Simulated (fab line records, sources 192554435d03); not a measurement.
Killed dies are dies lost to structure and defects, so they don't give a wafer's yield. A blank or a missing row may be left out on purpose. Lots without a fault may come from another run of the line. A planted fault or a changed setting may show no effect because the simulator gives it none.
Split-lot experiment | flow n5_finfet | 7 lots, 39 wafers read, on a route of 1938 steps

THE SPLIT
At N5_MOL_CONTACT_COAG_ALD_131 (deposits SiO2, target thk 5 nm, pulse time 1 s, co reactant pulse time 1 s), the setting ald_cycles was moved away from the recipe's 35 on 18 of the 39 wafers read, by -14.3% to +14.3%. The other wafers ran this setting at the recipe's value.

The reading is taken at the split's own step.

THE READING
SiO2_of_MOL_CONTACT_COAG_ALD_131.thk_nm (the simulator's own value, which no gauge read), in nm, at N5_MOL_CONTACT_COAG_ALD_131 (deposits SiO2, target thk 5 nm, pulse time 1 s, co reactant pulse time 1 s). The file gives no usual value for it.

wafer  | tool, chamber at the split | ald_cycles as run | against the recipe | SiO2_of_MOL_CONTACT_COAG_ALD_131.thk_nm, nm | against lot-mates on the recipe
L074.1 | ald_sin-02, 0,3,3          | 35                | recipe             | 5                                           | -
L074.4 | ald_sin-02, 0,3,3          | 35                | recipe             | 5                                           | -
L074.5 | ald_sin-02, 0,3,3          | 35                | recipe             | 5                                           | -
L074.2 | ald_sin-02, 1,2            | 30                | -14.3%             | 4.2                                         | -0.8
L074.3 | ald_sin-02, 1,2            | 30                | -14.3%             | 4.2                                         | -0.8
L074.6 | ald_sin-02, 0              | 30                | -14.3%             | 4.4                                         | -0.6
L079.1 | ald_sin-02, 1,2,0          | 39                | +11.4%             | 5.6                                         | +0.6
L079.2 | ald_sin-02, 1,2,0          | 39                | +11.4%             | 5.6                                         | +0.6
L079.4 | ald_sin-02, 1,2,0          | 39                | +11.4%             | 5.6                                         | +0.6
L079.3 | ald_sin-02, 3,1,0          | 35                | recipe             | 5                                           | -
L079.5 | ald_sin-02, 3,1,0          | 35                | recipe             | 5                                           | -
L079.6 | ald_sin-02, 3,1,0          | 35                | recipe             | 5                                           | -
L080.1 | ald_sin-03, 3,2,2          | 32                | -8.6%              | 4.6                                         | -0.4
L080.3 | ald_sin-03, 3,2,2          | 32                | -8.6%              | 4.6                                         | -0.4
L080.5 | ald_sin-03, 3,2,2          | 32                | -8.6%              | 4.6                                         | -0.4
L080.2 | ald_sin-03, 1,0,3          | 35                | recipe             | 5                                           | -
L080.4 | ald_sin-03, 1,0,3          | 35                | recipe             | 5                                           | -
L080.6 | ald_sin-03, 1,0,3          | 35                | recipe             | 5                                           | -
L082.1 | ald_sin-01, 1,2,1          | 33                | -5.7%              | 4.8                                         | -0.2
L082.3 | ald_sin-01, 1,2,1          | 33                | -5.7%              | 4.8                                         | -0.2
L082.4 | ald_sin-01, 1,2,1          | 33                | -5.7%              | 4.8                                         | -0.2
L082.2 | ald_sin-01, 3,3,2          | 35                | recipe             | 5                                           | -
L082.5 | ald_sin-01, 3,3,2          | 35                | recipe             | 5                                           | -
L082.6 | ald_sin-01, 3,3,2          | 35                | recipe             | 5                                           | -
L086.2 | ald_sin-02, 1,3,0          | 35                | recipe             | 5                                           | -
L086.3 | ald_sin-02, 1,3,0          | 35                | recipe             | 5                                           | -
L086.5 | ald_sin-02, 1,3,0          | 35                | recipe             | 5                                           | -
L090.1 | ald_sin-03, 2,3            | 37                | +5.7%              | 5.2                                         | +0.2
L090.5 | ald_sin-03, 2,3            | 37                | +5.7%              | 5.2                                         | +0.2
L090.2 | ald_sin-03, 1,2,1          | 35                | recipe             | 5                                           | -
L090.4 | ald_sin-03, 1,2,1          | 35                | recipe             | 5                                           | -
L090.6 | ald_sin-03, 1,2,1          | 35                | recipe             | 5                                           | -
L090.3 | ald_sin-03, 3              | 37                | +5.7%              | 5.4                                         | +0.4
L092.1 | ald_sin-02, 1,2,3          | 40                | +14.3%             | 5.8                                         | +0.8
L092.3 | ald_sin-02, 1,2,3          | 40                | +14.3%             | 5.8                                         | +0.8
L092.4 | ald_sin-02, 1,2,3          | 40                | +14.3%             | 5.8                                         | +0.8
L092.2 | ald_sin-02, 0,1,2          | 35                | recipe             | 5                                           | -
L092.5 | ald_sin-02, 0,1,2          | 35                | recipe             | 5                                           | -
L092.6 | ald_sin-02, 0,1,2          | 35                | recipe             | 5                                           | -
Where a row lists several chambers, the file gives one row for several wafers and doesn't say which wafer went through which chamber.

THE FIT
A straight line over all 39 wafers: SiO2_of_MOL_CONTACT_COAG_ALD_131.thk_nm changes by +0.0514 nm for each +1% of ald_cycles; r = +0.99; the points scatter about the line by 0.05 nm.
The same after taking each lot's own level away (the mean of its wafers on the recipe; 39 wafers): +0.0514 nm for each +1%; r = +0.99; scatter 0.05 nm.
On that fit, the largest move of ald_cycles shifts the reading by 0.73 nm.
The lots' own levels span 5.00 to 5.00 nm.
So the lot-to-lot level changes the slope little: the two slopes agree.
Check: with one of the wafers moved furthest among these (-14.3%) left out of the fit, the line predicts -0.708 nm for it against its lot-mates. It came out at -0.8 nm against them.

OTHER SPLITS ON THESE WAFERS
These wafers also went through other splits before the reading. Each is held against what the fit with the lots' levels taken away leaves over:
other split on the same wafers | wafers away from the commonest value | r with SiO2_of_MOL_CONTACT_COAG_ALD_131.thk_nm (lot level and that fit taken away)
N5_GATE_CUT_HM_DEP_46 time_s   | 12                                   | -0.14
N5_GATE_CUT_ALD_22 ald_cycles  | 15                                   | -0.06

THE FILE'S OWN FIT
SiO2_of_MOL_CONTACT_COAG_ALD_131.thk_nm changes by +0.0514 nm for each +1% of ald_cycles, r = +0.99.
